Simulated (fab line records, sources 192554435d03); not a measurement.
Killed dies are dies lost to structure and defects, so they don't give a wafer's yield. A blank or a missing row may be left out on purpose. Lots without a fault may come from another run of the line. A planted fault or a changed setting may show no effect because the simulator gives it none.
Split-lot experiment | flow n5_finfet | 7 lots, 21 wafers read, on a route of 1938 steps

THE SPLIT
At N5_BEOL_M14_SPUTTER_43 (material TaN, target thk 15 nm, time 24.19 s), the setting power_w was moved away from the recipe's 15000 W on 10 of the 21 wafers read, by -8.3% to +16.8%. The other wafers ran this setting at the recipe's value.

The reading is taken at the split's own step.

THE READING
TaN_of_BEOL_M14_SPUTTER_43.thk_nm (the simulator's own value, which no gauge read), in nm, at N5_BEOL_M14_SPUTTER_43 (material TaN, target thk 15 nm, time 24.19 s). The file gives no usual value for it. The 11 wafers here that ran the recipe average 15.3 nm, standard deviation 0.16 nm.

wafer  | tool, chamber at the split | power_w as run, W | against the recipe | TaN_of_BEOL_M14_SPUTTER_43.thk_nm, nm | against lot-mates on the recipe
L081.1 | pvd_sputter-03, -          | 15000             | recipe             | 15.4                                  | -
L081.2 | pvd_sputter-03, -          | 16640             | +10.9%             | 16.8                                  | +1.4
L081.3 | pvd_sputter-03, -          | 16640             | +10.9%             | 17                                    | +1.6
L082.2 | pvd_sputter-01, -          | 15000             | recipe             | 15.2                                  | -
L082.6 | pvd_sputter-01, -          | 15000             | recipe             | 15.2                                  | -
L082.4 | pvd_sputter-01, -          | 15000             | recipe             | 15.4                                  | -
L083.3 | pvd_sputter-01, -          | 15000             | recipe             | 15.4                                  | -
L083.4 | pvd_sputter-01, -          | 15000             | recipe             | 15.2                                  | -
L083.6 | pvd_sputter-01, -          | 13760             | -8.3%              | 13.6                                  | -1.7
L087.1 | pvd_sputter-02, -          | 15760             | +5.1%              | 16.2                                  | +0.8
L087.2 | pvd_sputter-02, -          | 15000             | recipe             | 15.2                                  | -
L087.3 | pvd_sputter-02, -          | 15000             | recipe             | 15.6                                  | -
L088.1 | pvd_sputter-02, -          | 17290             | +15.3%             | 17.6                                  | no lot-mate on the recipe
L088.4 | pvd_sputter-02, -          | 17290             | +15.3%             | 17.6                                  | no lot-mate on the recipe
L088.6 | pvd_sputter-02, -          | 17290             | +15.3%             | 17.8                                  | no lot-mate on the recipe
L086.1 | pvd_sputter-02, -          | 17270             | +15.1%             | 17.6                                  | +2.2
L086.2 | pvd_sputter-02, -          | 17270             | +15.1%             | 17.6                                  | +2.2
L086.3 | pvd_sputter-02, -          | 15000             | recipe             | 15.4                                  | -
L090.2 | pvd_sputter-02, -          | 15000             | recipe             | 15                                    | -
L090.4 | pvd_sputter-02, -          | 17520             | +16.8%             | 17.4                                  | +2.3
L090.6 | pvd_sputter-02, -          | 15000             | recipe             | 15.2                                  | -

THE FIT
A straight line over all 21 wafers: TaN_of_BEOL_M14_SPUTTER_43.thk_nm changes by +0.154 nm for each +1% of power_w; r = +0.99; the points scatter about the line by 0.19 nm.
The same after taking each lot's own level away (the mean of its wafers on the recipe; 18 wafers): +0.149 nm for each +1%; r = +0.99; scatter 0.16 nm.
On that fit, the largest move of power_w shifts the reading by 2.5 nm.
The lots' own levels span 15.10 to 15.40 nm, that is 1.9 times the standard deviation above.
So the lot-to-lot level changes the slope little: the two slopes agree.
Check: with one of the wafers moved furthest among these (+16.8%) left out of the fit, the line predicts +2.5 nm for it against its lot-mates. It came out at +2.3 nm against them.

OTHER SPLITS ON THESE WAFERS
These wafers also went through other splits before the reading. Each is held against what the fit with the lots' levels taken away leaves over:
other split on the same wafers | wafers away from the commonest value | r with TaN_of_BEOL_M14_SPUTTER_43.thk_nm (lot level and that fit taken away)
N5_BEOL_M13_ILD_DEP_00 time_s  | 8                                    | +0.07
N5_BEOL_M13_COAT_58 spin_rpm   | 7                                    | -0.12
N5_BEOL_M14_EXPOSE_07 dose_mj  | 7                                    | +0.03

THE FILE'S OWN FIT
TaN_of_BEOL_M14_SPUTTER_43.thk_nm changes by +0.147 nm for each +1% of power_w, r = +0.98.
